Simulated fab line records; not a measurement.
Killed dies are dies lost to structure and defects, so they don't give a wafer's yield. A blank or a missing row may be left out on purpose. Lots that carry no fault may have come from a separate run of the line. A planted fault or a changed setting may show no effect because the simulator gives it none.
fab line records -- flow n5_finfet -- part 2 of 2: steps 24 to 24 of 24
record lots=6, wafers=18, last_day=17
route steps=1938 shown BEOL_M6@1209 PASSIVATION@1936
lots untouched by any fault: they come from a run of this same line in which no faults occurred
start_h: hours from the record's first day to the start of the lot's first wafer shown -- wait_h: hours since the lot's step before -- " the same as in the row above -- L1.1+2: a single row standing in for several wafers -- - no value, or no start was given -- * or withheld: withheld -- < > ~ a bound
route shown NAME@n: names a module that has steps shown in the file, with the first one's number in the route -- usual: mean and standard deviation over wafers with no fault -- same: alike in all rows -- chamber/n: place in a boat -- sites: the reading at each site -- _std_site: their standard deviation -- _edge_site: mean of outer sites minus mean of inner sites -- radius_mm: for every site, how far away it sits from the centre of the wafer -- mask NAME#n: copy n -- behind: the tool/chamber that last shaped the wafer -- hold: reason for holding the lot/hours on hold/outcome of the hold -- device: transistor that didn't switch, given as n, p or np -- end of line: tests of these same wafers at the route's end -- for a step that has no rows: nothing shown but its recipe -- killed: dies that structure and defects cost at the first sort, which is not the same as the wafer's yield -- map: the dies of a wafer, with x for killed, . for not killed, _ for no die there
set.NAME: the setting the step ran with; set.NAME@STEP: the setting that earlier step ran with -- model.NAME: the simulator's own value behind a step, which no gauge read
lots seen at some steps along the route; tables by step, rows by wafer
services: a tool's chamber out of use, with start hour (start_h, from the record's first day; less than 0 if before it), hours out, and reason
## steps
# step N5_PASSIVATION_PROBE_49
# usual defect_limited_yield=91.2/1.6, killed_at_M0_to_M3=34/11, killed_at_M4_up=14/5.7, killed_at_contacts=14/6.6, killed_at_front_end=37/10, killed_at_other=4/3.2, killed_dies=104/19, killed_on_rim=14/4.1, killed_open=69/13, killed_short=33/8.7, sort_bin_5_function=5.1/1, sort_bin_6_memory=3.3/0.76, sort_n_pass=1076/19, sort_yield_pct=91.2/1.6
# same gross_dies=1180, killed_at_back_side=0, sort_bin_4_leakage[%]=0, sort_bin_8_speed[%]=0
lot.wafer,tool,chamber,start_h,wait_h,defect_limited_yield[%],killed_at_M0_to_M3,killed_at_M4_up,killed_at_contacts,killed_at_front_end,killed_at_other,killed_dies,killed_on_rim,killed_open,killed_short,sort_bin_5_function[%],sort_bin_6_memory[%],sort_n_pass,sort_yield_pct[%]
L949.1,prober-02,-,256.37,0.0,91.2,33,20,21,30,0,104,15,72,29,5.3,2.9,1076,91.2
L949.2,prober-02,-,256.42,0.1,89.7,36,18,16,45,7,122,23,78,33,6.4,3.4,1058,89.7
L949.5,prober-02,-,256.57,0.2,93.6,32,6,17,17,3,75,6,56,18,3.7,2.5,1105,93.6
L951.4,prober-02,-,275.91,0.2,93.0,17,18,14,25,9,83,13,48,30,4.0,2.6,1097,93.0
L951.5,prober-02,-,275.96,0.2,91.7,32,22,5,37,2,98,13,70,26,5.0,3.1,1082,91.7
L951.6,prober-02,-,276.01,0.3,93.1,13,9,7,50,3,82,9,53,25,4.1,2.5,1098,93.1
L960.1,prober-02,-,343.82,0.0,90.6,28,11,16,52,4,111,18,69,31,5.4,2.7,1069,90.6
L960.3,prober-02,-,343.92,0.1,91.6,18,7,27,47,0,99,17,61,31,4.2,3.1,1081,91.6
L960.6,prober-02,-,344.07,0.3,92.8,26,12,9,30,8,85,13,50,30,4.3,2.7,1095,92.8
L961.2,prober-02,-,360.57,0.1,89.9,35,16,14,49,5,119,13,68,44,6.5,3.1,1061,89.9
L961.3,prober-02,-,360.62,0.1,90.7,31,12,22,42,3,110,12,68,37,6.0,2.9,1070,90.7
L961.6,prober-02,-,360.77,0.3,87.5,47,13,37,43,7,147,14,88,51,6.6,5.2,1033,87.5
L963.2,prober-01,-,366.15,0.1,94.3,21,3,7,34,2,67,14,43,23,2.9,2.3,1113,94.3
L963.3,prober-01,-,366.20,0.1,92.0,30,8,15,39,2,94,16,67,27,4.6,3.1,1086,92.0
L963.5,prober-01,-,366.30,0.2,92.4,32,7,11,36,4,90,18,63,26,4.5,3.1,1090,92.4
L970.1,prober-02,-,404.19,0.4,87.9,46,9,19,64,5,143,16,107,36,6.6,4.8,1037,87.9
L970.2,prober-02,-,404.24,0.4,90.1,36,8,7,64,2,117,14,74,43,5.8,3.8,1063,90.1
L970.5,prober-02,-,404.39,0.6,89.9,40,12,12,53,2,119,15,74,45,6.1,3.7,1061,89.9
# killed by level:class
L949.1 MOL_CONTACT_COAG:geometric_particle:open=17 FIN_SAQP:geometric_particle:open=8 BEOL_M0_SAQP:geometric_particle:open=8 STI_FIN_REVEAL:geometric_particle:open=6 BEOL_M0_SAQP:geometric_particle:short=6 BEOL_M4:geometric_particle:short=5 BEOL_M4:geometric_particle:open=5 MOL_CONTACT_COAG:geometric_particle:short=4
L949.2 MOL_CONTACT_COAG:geometric_particle:open=13 BEOL_M0_SAQP:geometric_particle:open=10 SPACER0:geometric_particle:open=9 SPACER0:geometric_particle:short=9 BEOL_M0:geometric_particle:open=8 BEOL_M0_SAQP:geometric_particle:short=6 BEOL_M4:geometric_particle:open=6 HKMG_FIN:area_etch=6
L949.5 MOL_CONTACT_COAG:geometric_particle:open=13 BEOL_M2:geometric_particle:open=7 BEOL_M0_SAQP:geometric_particle:open=6 BEOL_M1:geometric_particle:open=6 BEOL_M0_SAQP:geometric_particle:short=5 MOL_CONTACT_COAG:geometric_particle:short=4 BEOL_M3:geometric_particle:open=4 BEOL_M4:geometric_particle:open=4
L951.4 MOL_CONTACT_COAG:geometric_particle:open=10 STI_FIN_REVEAL:geometric_particle:open=6 BEOL_M0_SAQP:geometric_particle:short=5 BEOL_M4:geometric_particle:open=5 GATE_CUT:geometric_particle:short=4 MOL_CONTACT_COAG:geometric_particle:short=4 MIM_BOT:geometric_particle:short=4 BEOL_M1:geometric_particle:open=3
L951.5 STI_FIN_REVEAL:geometric_particle:open=16 BEOL_M0_SAQP:geometric_particle:short=8 BEOL_M4:geometric_particle:open=7 FIN_SAQP:geometric_particle:open=6 BEOL_M1:geometric_particle:open=6 BEOL_M0_SAQP:geometric_particle:open=5 BEOL_M5:geometric_particle:open=5 MOL_CONTACT_COAG:geometric_particle:open=4
L951.6 STI_FIN_REVEAL:geometric_particle:open=14 FIN_SAQP:geometric_particle:short=8 FIN_SAQP:geometric_particle:open=6 MOL_CONTACT_COAG:geometric_particle:open=6 DUMMY_GATE:geometric_particle:open=5 BEOL_M4:geometric_particle:open=5 STI_FIN_REVEAL:geometric_particle:short=3 DUMMY_GATE:geometric_particle:short=3
L960.1 FIN_SAQP:geometric_particle:open=16 MOL_CONTACT_COAG:geometric_particle:open=13 BEOL_M2:geometric_particle:open=9 HKMG_FIN:area_etch=7 FIN_SAQP:geometric_particle:short=6 ILD0:geometric_particle:short=5 BEOL_M0_SAQP:geometric_particle:open=5 GATE_CUT:geometric_particle:short=4
L960.3 MOL_CONTACT_COAG:geometric_particle:open=20 GATE_CUT:geometric_particle:short=8 FIN_SAQP:geometric_particle:open=7 DUMMY_GATE:geometric_particle:open=7 MOL_CONTACT_COAG:geometric_particle:short=7 FIN_SAQP:geometric_particle:short=6 HKMG_FIN:area_etch=6 BEOL_M0_SAQP:geometric_particle:open=5
L960.6 FIN_SAQP:geometric_particle:open=12 MOL_CONTACT_COAG:geometric_particle:open=8 BEOL_M0_SAQP:geometric_particle:open=7 BEOL_M1:geometric_particle:open=5 BEOL_M2:geometric_particle:open=5 FIN_SAQP:geometric_particle:short=4 GATE_CUT:geometric_particle:short=4 BEOL_M0_SAQP:geometric_particle:short=4
L961.2 STI_FIN_REVEAL:geometric_particle:open=20 FIN_SAQP:geometric_particle:short=8 BEOL_M2:geometric_particle:open=8 MOL_CONTACT_COAG:geometric_particle:short=7 MOL_CONTACT_COAG:geometric_particle:open=7 BEOL_M0_SAQP:geometric_particle:short=6 BEOL_M0_SAQP:area_expose=6 FIN_SAQP:geometric_particle:open=5
L961.3 MOL_CONTACT_COAG:geometric_particle:open=15 BEOL_M3:geometric_particle:open=8 STI_FIN_REVEAL:geometric_particle:open=7 GATE_CUT:geometric_particle:open=7 MOL_CONTACT_COAG:geometric_particle:short=7 FIN_SAQP:geometric_particle:open=6 GATE_CUT:geometric_particle:short=6 BEOL_M0_SAQP:geometric_particle:short=5
L961.6 MOL_CONTACT_COAG:geometric_particle:open=34 BEOL_M0_SAQP:geometric_particle:short=15 BEOL_M0_SAQP:geometric_particle:open=14 STI_FIN_REVEAL:geometric_particle:open=8 GATE_CUT:geometric_particle:short=8 BEOL_M0_SAQP:area_expose=8 BEOL_M4:geometric_particle:open=7 FIN_SAQP:geometric_particle:short=5
L963.2 FIN_SAQP:geometric_particle:short=7 STI_FIN_REVEAL:geometric_particle:open=7 BEOL_M0_SAQP:geometric_particle:short=7 BEOL_M0_SAQP:geometric_particle:open=6 FIN_SAQP:geometric_particle:open=5 MOL_CONTACT_COAG:geometric_particle:open=5 DUMMY_GATE:geometric_particle:open=3 GATE_CUT:geometric_particle:open=3
L963.3 MOL_CONTACT_COAG:geometric_particle:open=11 STI_FIN_REVEAL:geometric_particle:open=10 BEOL_M1:geometric_particle:open=7 BEOL_M0_SAQP:geometric_particle:open=7 BEOL_M0_SAQP:geometric_particle:short=6 BEOL_M2:geometric_particle:open=6 FIN_SAQP:geometric_particle:open=5 MOL_CONTACT_COAG:geometric_particle:short=4
L963.5 MOL_CONTACT_COAG:geometric_particle:open=10 BEOL_M3:geometric_particle:open=9 FIN_SAQP:geometric_particle:open=7 BEOL_M1:geometric_particle:open=6 STI_FIN_REVEAL:geometric_particle:open=5 ILD0:geometric_particle:open=5 BEOL_M1:geometric_particle:short=5 STARTING-WAFER:geometric_particle:short=4
L970.1 STI_FIN_REVEAL:geometric_particle:open=30 MOL_CONTACT_COAG:geometric_particle:open=15 BEOL_M1:geometric_particle:open=12 BEOL_M3:geometric_particle:open=11 FIN_SAQP:geometric_particle:open=10 FIN_SAQP:geometric_particle:short=10 BEOL_M2:geometric_particle:open=8 MOL_CONTACT_COAG:geometric_particle:short=4
L970.2 STI_FIN_REVEAL:geometric_particle:open=22 FIN_SAQP:geometric_particle:short=13 BEOL_M2:geometric_particle:open=8 BEOL_M1:geometric_particle:open=7 FIN_SAQP:geometric_particle:open=6 STI_FIN_REVEAL:geometric_particle:short=6 BEOL_M0_SAQP:geometric_particle:short=6 MOL_CONTACT_COAG:geometric_particle:open=5
L970.5 STI_FIN_REVEAL:geometric_particle:open=14 BEOL_M3:geometric_particle:open=10 FIN_SAQP:geometric_particle:open=9 BEOL_M1:geometric_particle:open=8 MOL_CONTACT_COAG:geometric_particle:open=8 BEOL_M0_SAQP:geometric_particle:open=8 FIN_SAQP:geometric_particle:short=7 STI_FIN_REVEAL:geometric_particle:short=5
## services
tool,chamber,start_h,hours,kind
rie_diel-06,2,168.37,33.9,repair
rie_diel-06,-,195.13,28.1,pm
rie_diel-05,3,198.03,-,clean
rie_diel-05,3,198.03,-,consumable_replace:focus_ring
rie_diel-05,3,198.03,19.4,scheduled_down
rie_diel-05,3,198.03,19.4,vent_cycle
rie_diel-06,1,223.23,-,clean
rie_diel-06,1,223.23,-,consumable_replace:focus_ring
rie_diel-06,1,223.23,18.1,scheduled_down
rie_diel-06,1,223.23,18.1,vent_cycle
rie_diel-05,-,250.18,0.4,repair
rie_diel-02,1,268.76,-,clean
rie_diel-02,1,268.76,-,consumable_replace:focus_ring
rie_diel-02,1,268.76,20.5,scheduled_down
rie_diel-02,1,268.76,20.5,vent_cycle
rie_diel-06,2,280.14,-,clean
rie_diel-06,2,280.14,-,consumable_replace:focus_ring
rie_diel-06,2,280.14,-,consumable_replace:showerhead
rie_diel-06,2,280.14,20.4,scheduled_down
rie_diel-06,2,280.14,20.4,vent_cycle
rie_diel-06,3,300.71,-,clean
rie_diel-06,3,300.71,-,consumable_replace:focus_ring
rie_diel-06,3,300.71,15.2,scheduled_down
rie_diel-06,3,300.71,15.2,vent_cycle
